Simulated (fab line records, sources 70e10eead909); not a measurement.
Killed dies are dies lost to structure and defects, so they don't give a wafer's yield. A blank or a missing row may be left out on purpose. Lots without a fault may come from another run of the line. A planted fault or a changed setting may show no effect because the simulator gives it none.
Chamber matching | flow nand_harc | NHARC_A_STAIRCASE_ETCH_271 on rie_diel-10: 4 sister chambers
The step etches the open film in CF4/CHF3. 16 wafers are shown with their chamber, then 8 later ones without.

WAFERS WITH THEIR CHAMBER
wafer  | chamber | showerhead_plenum_p_Torr (Torr) | drypump_motor_current_A (A) | rf_vpp_V (V)
L077.3 | 1       | 1.67                            | 5.8                         | 374.1
L077.4 | 2       | 1.51                            | 6.3                         | 370.7
L077.5 | 2       | 1.51                            | 6.3                         | 368.7
L080.1 | 2       | 1.51                            | 6.3                         | 369.3
L080.4 | 1       | 1.67                            | 5.8                         | 373.7
L080.5 | 2       | 1.51                            | 6.3                         | 369.1
L082.2 | 3       | 1.58                            | 5.4                         | 369.7
L082.3 | 1       | 1.66                            | 5.9                         | 375.2
L082.5 | 2       | 1.51                            | 6.3                         | 368.1
L083.1 | 1       | 1.66                            | 5.8                         | 374.0
L083.2 | 0       | 1.58                            | 5.9                         | 369.8
L083.4 | 2       | 1.51                            | 6.3                         | 368.1
L085.2 | 2       | 1.50                            | 6.3                         | 369.7
L085.4 | 3       | 1.58                            | 5.3                         | 371.2
L085.5 | 0       | 1.57                            | 5.9                         | 370.2
L091.1 | 2       | 1.50                            | 6.3                         | 368.5

SIGNATURES (means of the wafers above)
reading                  | chamber 0 | chamber 1 | chamber 2 | chamber 3 | scatter within a chamber
showerhead_plenum_p_Torr | 1.5750    | 1.6650    | 1.5075    | 1.5800    | 0.005
drypump_motor_current_A  | 5.900     | 5.825     | 6.300     | 5.350     | 0.0323
rf_vpp_V                 | 370.000   | 374.250   | 369.025   | 370.450   | 0.813
Rule: a wafer's distance from a chamber is the root of the sum, over the readings, of the square of ((its reading less the chamber's mean) divided by the reading's scatter). The wafer belongs to the nearest chamber; if the next one is less than 2 further off, it can't be placed. The scatter: the root of (the sum of the squares of (reading less its chamber's mean) over the shown wafers, divided by (wafers less chambers)).

WAFERS WITHOUT THEIR CHAMBER
wafer  | showerhead_plenum_p_Torr (Torr) | drypump_motor_current_A (A) | rf_vpp_V (V)
L091.2 | 1.58                            | 5.4                         | 370.2
L091.6 | 1.57                            | 5.9                         | 371.2
L092.2 | 1.50                            | 6.3                         | 368.5
L092.5 | 1.57                            | 5.3                         | 370.7
L092.6 | 1.57                            | 5.9                         | 370.6
L094.1 | 1.57                            | 5.4                         | 369.9
L094.3 | 1.50                            | 6.3                         | 367.9
L094.4 | 1.57                            | 5.9                         | 370.6

WHICH CHAMBER EACH WENT THROUGH
wafer  | from the rows above | in truth
L091.2 | 3                   | 3
L091.6 | 0                   | 0
L092.2 | 2                   | 2
L092.5 | 3                   | 3
L092.6 | 0                   | 0
L094.1 | 3                   | 3
L094.3 | 2                   | 2
L094.4 | 0                   | 0
Placed correctly: 8 of 8. Can't be placed from these rows: 0. Placed wrongly: 0.
